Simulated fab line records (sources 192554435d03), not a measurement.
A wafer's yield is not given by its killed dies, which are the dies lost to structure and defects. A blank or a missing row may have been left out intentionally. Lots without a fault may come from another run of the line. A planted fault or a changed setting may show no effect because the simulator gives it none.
Which tool is to blame? -- flow n5_finfet -- 24 lots with 72 wafers sampled at 6 steps, on a route of 1938 steps

WHAT EACH GAUGE READ, for each wafer
N5_ILD0_THK_MEAS_13. Usual: thk_nm 18.3 nm, standard deviation 1.1.
lot,measured,on,thk_nm (nm),flag
L074,day 3 19:35,film_metro-01,19.4 19.5 18.7,
L075,day 4 04:19,film_metro-02,18.3 16.8 15.3,
L076,day 4 05:22,film_metro-02,18.0 17.7 17.7,
L077,day 4 18:36,film_metro-02,18.5 19.8 18.0,
L078,day 4 19:20,film_metro-01,18.1 17.4 17.5,
L079,day 5 04:20,film_metro-01,19.1 18.8 18.7,
L080,day 5 13:52,film_metro-02,16.6 18.2 15.9,
L081,day 5 13:58,film_metro-01,15.6 17.8 18.2,
L082,day 5 20:53,film_metro-01,18.1 18.8 18.6,
L083,day 5 23:37,film_metro-01,18.0 16.8 16.3,
L084,day 6 08:43,film_metro-02,20.0 19.6 18.9,
L085,day 6 15:08,film_metro-01,18.7 19.1 20.8,
L086,day 7 00:29,film_metro-02,18.3 18.1 17.6,
L087,day 7 05:59,film_metro-01,17.9 18.0 19.1,
L088,day 7 07:01,film_metro-01,19.5 19.3 20.5,
L089,day 7 10:32,film_metro-02,18.2 17.9 17.3,
L090,day 7 16:08,film_metro-01,18.0 20.9 18.5,
L091,day 7 21:49,film_metro-01,17.9 18.3 19.2,
L092,day 8 05:03,film_metro-01,18.5 18.7 17.4,
L093,day 8 11:13,film_metro-01,18.3 18.1 17.3,
L094,day 8 16:38,film_metro-01,16.4 19.1 18.6,
L095,day 9 00:55,film_metro-01,19.3 19.0 18.5,
L096,day 9 11:42,film_metro-01,17.2 19.2 18.0,
L097,day 9 12:43,film_metro-01,16.2 20.2 18.8,

N5_SDB_INSPECT_13: inspects for defects (brightfield). Usual: raw_defect_count 70, standard deviation 33.
lot,measured,on,raw_defect_count,flag
L074,day 3 20:09,defect_inspect-01,65 36 27,
L075,day 4 04:53,defect_inspect-01,75 171 52,
L076,day 4 05:49,defect_inspect-01,50 54 86,
L077,day 4 19:03,defect_inspect-02,59 79 93,
L078,day 4 19:54,defect_inspect-01,41 66 64,
L079,day 5 04:55,defect_inspect-02,131 94 89,
L080,day 5 14:26,defect_inspect-02,27 46 42,
L081,day 5 14:29,defect_inspect-01,62 44 53,
L082,day 5 21:20,defect_inspect-01,50 36 45,
L083,day 6 00:03,defect_inspect-01,106 52 37,
L084,day 6 09:17,defect_inspect-01,162 51 136,
L085,day 6 15:42,defect_inspect-02,56 75 83,
L086,day 7 00:56,defect_inspect-02,57 68 46,
L087,day 7 06:25,defect_inspect-01,47 24 19,
L088,day 7 07:35,defect_inspect-02,85 80 109,
L089,day 7 10:59,defect_inspect-02,195 86 100,
L090,day 7 16:42,defect_inspect-02,92 94 80,
L091,day 7 22:23,defect_inspect-01,84 63 68,
L092,day 8 05:30,defect_inspect-02,68 77 54,
L093,day 8 11:47,defect_inspect-02,54 56 61,
L094,day 8 17:13,defect_inspect-01,41 68 57,
L095,day 9 01:29,defect_inspect-02,163 55 114,
L096,day 9 12:09,defect_inspect-02,77 90 102,
L097,day 9 13:17,defect_inspect-01,45 81 25,

N5_HKMG_FIN_THK_MEAS_70: measures by xrf. Usual: for HK_THK the level is 1.621 nm and the standard deviation is 0.017.
lot,measured,on,HK_THK (nm),flag
L074,day 4 04:28,film_metro-02,1.639 1.649 1.598,
L075,day 4 13:12,film_metro-01,1.619 1.612 1.638,
L076,day 4 14:11,film_metro-02,1.623 1.626 1.630,
L077,day 5 03:56,film_metro-01,1.630 1.611 1.593,
L078,day 5 06:27,film_metro-01,1.594 1.592 1.603,
L079,day 5 13:59,film_metro-02,1.646 1.606 1.615,
L080,day 5 22:38,film_metro-02,1.625 1.609 1.644,
L081,day 5 23:57,film_metro-01,1.631 1.641 1.641,
L082,day 6 05:29,film_metro-02,1.603 1.605 1.611,
L083,day 6 08:20,film_metro-01,1.621 1.644 1.637,
L084,day 6 17:35,film_metro-01,1.653 1.634 1.625,
L085,day 7 00:16,film_metro-02,1.645 1.620 1.613,
L086,day 7 09:31,film_metro-02,1.603 1.616 1.642,
L087,day 7 14:23,film_metro-01,1.597 1.604 1.613,
L088,day 7 15:54,film_metro-01,1.609 1.636 1.630,
L089,day 7 18:58,film_metro-01,1.617 1.633 1.601,
L090,day 8 00:55,film_metro-01,1.608 1.607 1.606,
L091,day 8 07:17,film_metro-01,1.618 1.614 1.622,
L092,day 8 13:38,film_metro-01,1.599 1.615 1.609,
L093,day 8 21:02,film_metro-01,1.639 1.637 1.638,
L094,day 9 01:39,film_metro-01,1.631 1.633 1.633,
L095,day 9 09:28,film_metro-01,1.612 1.632 1.631,
L096,day 9 20:08,film_metro-01,1.635 1.644 1.642,
L097,day 9 21:28,film_metro-01,1.629 1.613 1.619,

N5_HKMG_FIN_CD_MEAS_12 targets a cd of 92.8 nm. Usual: cd_nm 92.6 nm, standard deviation 0.66.
lot,measured,on,cd_nm (nm),flag
L074,day 4 05:13,cd_sem-03,91.3 92.0 92.8,
L075,day 4 13:57,cd_sem-03,92.5 92.4 91.6,
L076,day 4 15:04,cd_sem-02,91.7 90.9 92.7,
L077,day 5 04:41,cd_sem-02,94.1 92.4 92.6,
L078,day 5 07:12,cd_sem-02,92.2 91.4 91.4,
L079,day 5 14:52,cd_sem-03,93.0 93.2 92.8,
L080,day 5 23:31,cd_sem-01,92.5 93.8 93.9,
L081,day 6 00:50,cd_sem-03,92.1 92.6 92.7,
L082,day 6 06:22,cd_sem-02,91.6 92.8 92.5,
L083,day 6 09:13,cd_sem-03,92.1 93.2 92.2,
L084,day 6 18:28,cd_sem-02,92.4 92.7 92.9,
L085,day 7 01:09,cd_sem-03,93.6 93.2 92.9,
L086,day 7 10:23,cd_sem-03,92.9 93.2 92.5,
L087,day 7 15:16,cd_sem-02,93.0 92.6 92.3,
L088,day 7 16:47,cd_sem-02,92.2 91.8 91.5,
L089,day 7 19:43,cd_sem-03,92.5 92.8 92.1,
L090,day 8 01:40,cd_sem-03,92.9 92.8 92.9,
L091,day 8 08:10,cd_sem-02,93.2 92.6 92.4,
L092,day 8 14:23,cd_sem-02,92.5 93.1 92.2,
L093,day 8 21:47,cd_sem-03,92.9 92.7 91.6,
L094,day 9 02:24,cd_sem-03,93.8 92.8 92.9,
L095,day 9 10:20,cd_sem-02,91.4 91.1 91.9,
L096,day 9 21:01,cd_sem-02,92.0 92.4 92.4,
L097,day 9 22:21,cd_sem-03,92.9 92.8 92.5,

TOOL THAT RAN EACH LOT (tool first, then ch and the chambers of the sampled wafers, then the start)
lot,N5_SDB_ETCH_25,N5_SDB_ALD_29
L074,"rie_diel-01 ch 1,2,3, day 3 20:56","ald_sin-02 ch 1,2,3, day 3 21:14"
L075,"rie_diel-02 ch 0,1,3, day 4 05:33","ald_sin-02 ch 0,3, day 4 05:49"
L076,"rie_diel-01 ch 2,3, day 4 06:35","ald_sin-01 ch 1,2,3, day 4 06:51"
L077,"rie_diel-05 ch 2,3, day 4 19:37","ald_sin-01 ch 0,1,2, day 4 20:40"
L078,"rie_diel-05 ch 2,3, day 4 20:52","ald_sin-04 ch 0,1,3, day 4 22:19"
L079,"rie_diel-02 ch 1,2,3, day 5 06:29","ald_sin-01 ch 0,1,2, day 5 06:53"
L080,"rie_diel-02 ch 0,3, day 5 15:00","ald_sin-02 ch 0,1,2, day 5 15:16"
L081,"rie_diel-02 ch 1,3, day 5 15:06","ald_sin-04 ch 0,1,3, day 5 16:30"
L082,"rie_diel-05 ch 0,2,3, day 5 22:13","ald_sin-04 ch 0,1,2, day 5 22:29"
L083,"rie_diel-01 ch 0,1, day 6 00:37","ald_sin-04 ch 0,2, day 6 01:11"
L084,"rie_diel-05 ch 0,1,2, day 6 09:59","ald_sin-01 ch 0,2,3, day 6 10:15"
L085,"rie_diel-02 ch 2,3, day 6 16:26","ald_sin-04 ch 2,3, day 6 16:42"
L086,"rie_diel-02 ch 0,1, day 7 01:31","ald_sin-02 ch 0,1,2, day 7 01:49"
L087,"rie_diel-05 ch 0,1, day 7 06:59","ald_sin-04 ch 0,1,2, day 7 07:15"
L088,"rie_diel-01 ch 1,2, day 7 08:12","ald_sin-02 ch 0,1,3, day 7 08:28"
L089,"rie_diel-02 ch 0,1,3, day 7 11:33","ald_sin-02 ch 1,2, day 7 11:49"
L090,"rie_diel-02 ch 0,3, day 7 17:31","ald_sin-02 ch 0,2,3, day 7 17:47"
L091,"rie_diel-05 ch 1,2,3, day 7 23:25","ald_sin-01 ch 0,1,2, day 7 23:41"
L092,"rie_diel-05 ch 0,3, day 8 06:15","ald_sin-02 ch 0,1, day 8 06:31"
L093,"rie_diel-01 ch 0,1,2, day 8 13:08","ald_sin-01 ch 0,1, day 8 13:40"
L094,"rie_diel-01 ch 0,1, day 8 17:55","ald_sin-02 ch 1,2,3, day 8 18:23"
L095,"rie_diel-05 ch 1,2,3, day 9 02:04","ald_sin-04 ch 1,3, day 9 02:20"
L096,"rie_diel-01 ch 0,1,3, day 9 12:46","ald_sin-04 ch 1,2,3, day 9 13:02"
L097,"rie_diel-02 ch 0,2, day 9 14:04","ald_sin-01 ch 0,1,3, day 9 14:21"
- N5_SDB_ETCH_25: etches SiO2 in C4F6/O2, target depth 10 nm, time 3.3 s.
- N5_SDB_ALD_29: deposits SiNx, target thk 30 nm, pulse time 1 s, ald cycles 600.

AS READ BY THE TOOLS THEMSELVES (means over the sampled wafers that have a number; for cases with no such wafer, the mark the record gives instead)
N5_SDB_ETCH_25. Usual: C4F6_flow_sccm 10.00 sccm, standard deviation 0.031; bias_w 185.0 W, standard deviation 0.58; chamber_pressure_mTorr 30.00 mTorr, standard deviation 0.033; drypump_motor_current_A 5.7 A, standard deviation 0.44; oes_product_au 0.80 a.u., standard deviation 0.072; rf_vpp_V 667 V, standard deviation 10; showerhead_plenum_p_Torr 2.87 Torr, standard deviation 0.07; throttle_valve_pct 21.30 %, standard deviation 0.16.
lot,tool,C4F6_flow_sccm (sccm),bias_w (W),chamber_pressure_mTorr (mTorr),drypump_motor_current_A (A),oes_product_au (a.u.),rf_vpp_V (V),showerhead_plenum_p_Torr (Torr),throttle_valve_pct (%),flag
L074,rie_diel-01,10.01,185.2,30.02,5.5,0.83,667,2.88,21.35,
L075,rie_diel-02,9.97,185.3,29.95,5.8,0.81,660,2.87,21.32,
L076,rie_diel-01,10.02,184.3,29.97,5.5,0.84,670,2.82,21.35,
L077,rie_diel-05,10.00,184.0,30.00,5.6,0.87,671,2.90,21.11,
L078,rie_diel-05,9.98,184.7,29.98,6.0,0.84,669,2.88,21.13,
L079,rie_diel-02,10.01,184.9,29.97,6.0,0.72,653,2.79,21.37,
L080,rie_diel-02,9.99,184.9,29.99,5.6,0.80,658,2.87,21.28,
L081,rie_diel-02,10.02,184.4,29.97,5.7,0.75,653,2.84,21.34,
L082,rie_diel-05,9.99,185.2,29.97,5.8,0.83,674,2.88,21.19,
L083,rie_diel-01,10.01,185.2,29.96,5.3,0.74,665,2.92,21.43,
L084,rie_diel-05,9.99,185.2,29.99,5.6,0.82,677,2.88,21.26,
L085,rie_diel-02,9.99,185.0,30.01,5.7,0.82,657,2.90,21.26,
L086,rie_diel-02,9.98,185.6,30.00,6.0,0.82,668,2.89,21.34,
L087,rie_diel-05,10.01,184.9,29.98,5.8,0.79,678,2.86,21.32,
L088,rie_diel-01,10.03,185.8,29.99,5.3,0.73,661,2.88,21.57,
L089,rie_diel-02,10.01,184.7,30.00,5.9,0.78,659,2.86,21.36,
L090,rie_diel-02,9.99,185.4,30.00,5.6,0.78,659,2.86,21.31,
L091,rie_diel-05,10.00,185.5,30.01,5.8,0.80,673,2.87,21.23,
L092,rie_diel-05,10.00,184.8,30.01,6.1,0.81,675,2.86,21.29,
L093,rie_diel-01,10.00,185.0,29.99,5.2,0.75,670,2.85,21.46,
L094,rie_diel-01,10.00,185.3,30.02,5.2,0.74,673,2.88,21.33,
L095,rie_diel-05,10.01,184.9,29.99,5.8,0.79,672,2.87,21.24,
L096,rie_diel-01,10.00,185.2,29.99,5.5,0.77,670,2.90,21.29,
L097,rie_diel-02,10.03,185.1,29.98,6.2,0.86,668,2.99,21.20,

N5_SDB_ALD_29. Usual: heater_power_w 825 W, standard deviation 110; precursor_pulse_height_rel 1.002, standard deviation 0.02.
lot,tool,heater_power_w (W),precursor_pulse_height_rel,flag
L074,ald_sin-02,849,1.015,
L075,ald_sin-02,844,0.999,
L076,ald_sin-01,803,1.009,
L077,ald_sin-01,842,1.009,
L078,ald_sin-04,852,0.999,
L079,ald_sin-01,845,1.002,
L080,ald_sin-02,845,1.017,
L081,ald_sin-04,858,1.009,
L082,ald_sin-04,821,0.979,
L083,ald_sin-04,921,1.014,
L084,ald_sin-01,858,1.001,
L085,ald_sin-04,643,0.983,
L086,ald_sin-02,841,0.997,
L087,ald_sin-04,811,0.987,
L088,ald_sin-02,862,1.017,
L089,ald_sin-02,860,0.985,
L090,ald_sin-02,822,1.005,
L091,ald_sin-01,850,0.993,
L092,ald_sin-02,894,0.998,
L093,ald_sin-01,837,0.997,
L094,ald_sin-02,819,1.006,
L095,ald_sin-04,742,1.012,
L096,ald_sin-04,671,1.012,
L097,ald_sin-01,839,1.009,

THE ANSWER, worked out from the rows above alone
Rule: take the mean of a lot's wafers that have a number; if it is more than 3 standard deviations from the usual mean, the lot is off. A lot without any number at a reading at which 4 lots or more have one is off too. Any other lot the step has rows for is counted as sound. First the gauges in route order, then the tools' own readings, where a lot's mean is used as printed above. At the first step where some lot is off, the reading lying furthest off is the one used; lots without a number count as furthest.
No lot is off at any reading shown: from this, nothing can be told.

WHAT THE SIMULATOR HAD PUT IN
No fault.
